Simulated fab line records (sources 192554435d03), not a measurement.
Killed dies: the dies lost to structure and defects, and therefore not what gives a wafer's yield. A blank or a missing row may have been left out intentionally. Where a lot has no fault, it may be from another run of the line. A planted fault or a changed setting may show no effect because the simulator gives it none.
Lot-split experiment    flow n5_finfet    21 wafers read from 7 lots, route of 1938 steps

THE SPLIT
At N5_BEOL_M13_COAT_65 (time 60 s, resist thk 350 nm), the setting spin_rpm was moved away from the recipe's 1500 rpm on 6 of the 21 wafers read, by +6.1% to +11.1%. The other wafers ran this setting at the recipe's value.

Reading taken at the split's own step.

THE READING
SOC_of_BEOL_M13_COAT_65.thk_nm (the simulator's own value, which no gauge read), in nm, at N5_BEOL_M13_COAT_65 (time 60 s, resist thk 350 nm). No usual value for it is given in the file. Across the 15 wafers here that went through the recipe, the average is 349.6 nm and the standard deviation 0.65 nm.

wafer   tool, chamber at the split  spin_rpm as run, rpm  against the recipe  SOC_of_BEOL_M13_COAT_65.thk_nm, nm  against lot-mates on the recipe
L075.1  litho_track-05, 0           1647                  +9.8%               334                                 -14.8
L075.2  litho_track-05, 0           1647                  +9.8%               334.8                               -14.0
L075.5  litho_track-05, 0           1500                  recipe              348.8                               -
L081.1  litho_track-01, 0           1500                  recipe              350.2                               -
L081.2  litho_track-01, 0           1500                  recipe              350                                 -
L081.5  litho_track-01, 0           1500                  recipe              350.8                               -
L084.1  litho_track-01, 0           1500                  recipe              349.2                               -
L084.3  litho_track-01, 0           1500                  recipe              348.8                               -
L084.6  litho_track-01, 0           1500                  recipe              349.6                               -
L089.3  litho_track-01, 0           1500                  recipe              348.8                               -
L089.5  litho_track-01, 0           1500                  recipe              349.2                               -
L089.6  litho_track-01, 0           1592                  +6.1%               339                                 -10.0
L092.3  litho_track-05, 0           1598                  +6.5%               337.8                               -11.2
L092.4  litho_track-05, 0           1598                  +6.5%               338.8                               -10.2
L092.5  litho_track-05, 0           1500                  recipe              349                                 -
L094.1  litho_track-01, 0           1500                  recipe              350                                 -
L094.3  litho_track-01, 0           1500                  recipe              349.2                               -
L094.6  litho_track-01, 0           1666                  +11.1%              332.6                               -17.0
L096.1  litho_track-05, 0           1500                  recipe              350.6                               -
L096.3  litho_track-05, 0           1500                  recipe              350                                 -
L096.6  litho_track-05, 0           1500                  recipe              350.2                               -

FIT RESULTS
A straight line over all 21 wafers: SOC_of_BEOL_M13_COAT_65.thk_nm changes by -1.59 nm for each +1% of spin_rpm; r = -0.99; the points scatter about the line by 0.73 nm.
The same after taking each lot's own level away (the mean of its wafers on the recipe; 21 wafers): -1.53 nm for each +1%; r = -1.00; scatter 0.47 nm.
That fit puts the effect of the largest move of spin_rpm on the reading at 17 nm.
From 348.80 to 350.33 nm: that is the span of the lots' own levels, equal to 2.3 times the standard deviation above.
The two slopes agree, so the slope changes little with the lot-to-lot level.
Check: with one of the wafers moved furthest among these (+11.1%) left out of the fit, the line predicts -17 nm for it against its lot-mates. It came out at -17 nm against them.

ADDITIONAL SPLITS CARRIED BY THESE WAFERS
Other splits were also applied to these wafers ahead of the reading. Each is held against what the fit with the lots' levels taken away leaves over:
other split on the same wafers     wafers away from the commonest value  r with SOC_of_BEOL_M13_COAT_65.thk_nm (lot level and that fit taken away)
N5_BEOL_M12_COAT_58 spin_rpm       4                                     -0.25
N5_BEOL_M12_PEB_08 peb_time_s      10                                    +0.06
N5_BEOL_M12_STRIP_63 h2_flow_sccm  8                                     +0.26

FILE'S OWN FIT
SOC_of_BEOL_M13_COAT_65.thk_nm changes by -1.54 nm for each +1% of spin_rpm, r = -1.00.
